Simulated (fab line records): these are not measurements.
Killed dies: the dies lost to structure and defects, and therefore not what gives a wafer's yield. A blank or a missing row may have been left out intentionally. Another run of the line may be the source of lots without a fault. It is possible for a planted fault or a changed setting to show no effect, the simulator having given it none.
Check for tools in common | flow nand harc | Sampled: 14 lots, 42 wafers

## WHY IT WAS OPENED
On 2 of the 14 lots, a flag is raised at NHARC_P_GATE_CD_MEAS_26 on the reading cd nm. Wafers without a fault read 119.8 nm, standard deviation 0.56.
Rule: a lot is flagged in two cases, either no wafer of it has a number, or all its wafers with numbers fall more than 4 standard deviations from that mean. The other lots count as sound.

lot  | measured     | on        | cd nm (nm), wafer by wafer | flag
L927 | day 5 00:43  | cd sem-02 | 120.4 120.3 119.8          |
L928 | day 5 13:38  | cd sem-02 | 120.0 120.1 120.8          |
L929 | day 5 21:54  | cd sem-03 | 118.8 119.8 120.1          |
L932 | day 6 23:18  | cd sem-01 | 119.4 120.6 119.5          |
L933 | day 7 16:31  | cd sem-03 | 120.3 120.0 120.5          |
L934 | day 7 22:21  | cd sem-02 | 119.2 120.0 120.1          |
L935 | day 8 11:22  | cd sem-01 | 120.4 119.9 119.7          |
L936 | day 8 21:08  | cd sem-01 | 120.3 118.9 119.7          |
L937 | day 9 07:51  | cd sem-02 | 119.9 119.1 119.6          |
L939 | day 10 02:29 | cd sem-02 | 138.2 138.3 139.2          | FLAGGED
L944 | day 12 07:13 | cd sem-01 | 138.2 137.5 138.5          | FLAGGED
L945 | day 12 07:50 | cd sem-01 | 119.2 120.3 119.5          |
L949 | day 14 04:11 | cd sem-03 | 119.3 118.6 119.7          |
L950 | day 14 16:40 | cd sem-03 | 119.3 120.0 120.6          |
Average over the flagged lots: 138.3 nm; offset from the usual +18.5 nm, equal to +33 standard deviations.

## EACH LOT AND THE TOOL IT RAN ON
Before the reading, the record contains 2 process steps out of a 1302-step route. Each cell gives the tool, then ch followed by the chambers the sampled wafers passed through, then the start.
lot  | flag    | NHARC_P_GATE_DESCUM_13             | NHARC_P_GATE_EXPOSE_23
L927 |         | rie diel-09 ch 1,2,3, day 4 10:31  | arfi scanner-01 ch 0, day 5 00:34
L928 |         | rie diel-09 ch 2,3, day 4 21:56    | arfi scanner-03 ch 0, day 5 13:29
L929 |         | rie diel-01 ch 2,3, day 5 05:49    | arfi scanner-02 ch 0, day 5 21:46
L932 |         | rie diel-01 ch 2,3, day 6 09:39    | arfi scanner-01 ch 0, day 6 23:10
L933 |         | rie diel-01 ch 0,2, day 6 21:50    | arfi scanner-01 ch 0, day 7 16:23
L934 |         | rie diel-01 ch 0,2,3, day 7 06:40  | arfi scanner-03 ch 0, day 7 22:13
L935 |         | rie diel-10 ch 0,2,3, day 7 21:13  | arfi scanner-01 ch 0, day 8 11:14
L936 |         | rie diel-10 ch 0,1,2, day 8 04:48  | arfi scanner-01 ch 0, day 8 21:01
L937 |         | rie diel-10 ch 0,2, day 8 12:58    | arfi scanner-01 ch 0, day 9 07:43
L939 | FLAGGED | rie diel-09 ch 0,1,3, day 9 12:19  | arfi scanner-01 ch 0, day 10 02:22
L944 | FLAGGED | rie diel-09 ch 0,1,3, day 11 08:39 | arfi scanner-01 ch 0, day 12 07:04
L945 |         | rie diel-10 ch 1,3, day 11 17:48   | arfi scanner-03 ch 0, day 12 07:41
L949 |         | rie diel-01 ch 0,1,2, day 13 13:53 | arfi scanner-03 ch 0, day 14 04:03
L950 |         | rie diel-01 ch 2,3, day 13 22:07   | arfi scanner-02 ch 0, day 14 16:32
What the steps here do:
- NHARC_P_GATE_DESCUM_13: chemistry O2, time 3 s.
- NHARC_P_GATE_EXPOSE_23: exposes mask P GATE, target cd 120 nm.
- NHARC_P_GATE_CD_MEAS_26: target cd 120 nm.

## FLAGGED AGAINST TOTAL, ONE TOOL AT A TIME (gauges that did the reading follow at the end)
step                    | tool            | lots run | flagged | share of the flagged lots | sound lots run after its first flagged lot
NHARC_P_GATE_DESCUM_13  | rie diel-01     | 6        | 0       | none                      | -
NHARC_P_GATE_DESCUM_13  | rie diel-09     | 4        | 2       | all                       | 0
NHARC_P_GATE_DESCUM_13  | rie diel-10     | 4        | 0       | none                      | -
NHARC_P_GATE_EXPOSE_23  | arfi scanner-01 | 8        | 2       | all                       | 0
NHARC_P_GATE_EXPOSE_23  | arfi scanner-02 | 2        | 0       | none                      | -
NHARC_P_GATE_EXPOSE_23  | arfi scanner-03 | 4        | 0       | none                      | -
NHARC_P_GATE_CD_MEAS_26 | cd sem-01       | 5        | 1       | some                      | 1 (L945)
NHARC_P_GATE_CD_MEAS_26 | cd sem-02       | 5        | 1       | some                      | 0
NHARC_P_GATE_CD_MEAS_26 | cd sem-03       | 4        | 0       | none                      | -

## WHAT THE TABLE ALLOWS
rie diel-09 at NHARC_P_GATE_DESCUM_13 and arfi scanner-01 at NHARC_P_GATE_EXPOSE_23 are the 2 rows of the table that ran each flagged lot.
- rie diel-09 at NHARC_P_GATE_DESCUM_13 ran 4 lots, 2 of them flagged. Its last sound lot is L928 (day 4 21:56), its first flagged lot L939 (day 9 12:19): a fault that began between those two fits.
- arfi scanner-01 at NHARC_P_GATE_EXPOSE_23 ran 8 lots, 2 of them flagged. Its last sound lot is L937 (day 9 07:43), its first flagged lot L939 (day 10 02:22): a fault that began between those two fits. Its own readings lie more than 4 standard deviations out on every wafer of the flagged lots: exposure dose mJ cm2.
Counting lots can't tell these 2 tools apart, because each fits a fault that began at some hour. More lots, or a look at what each step does to the wafer, might.

## WHAT THE SIMULATOR HAD PUT IN
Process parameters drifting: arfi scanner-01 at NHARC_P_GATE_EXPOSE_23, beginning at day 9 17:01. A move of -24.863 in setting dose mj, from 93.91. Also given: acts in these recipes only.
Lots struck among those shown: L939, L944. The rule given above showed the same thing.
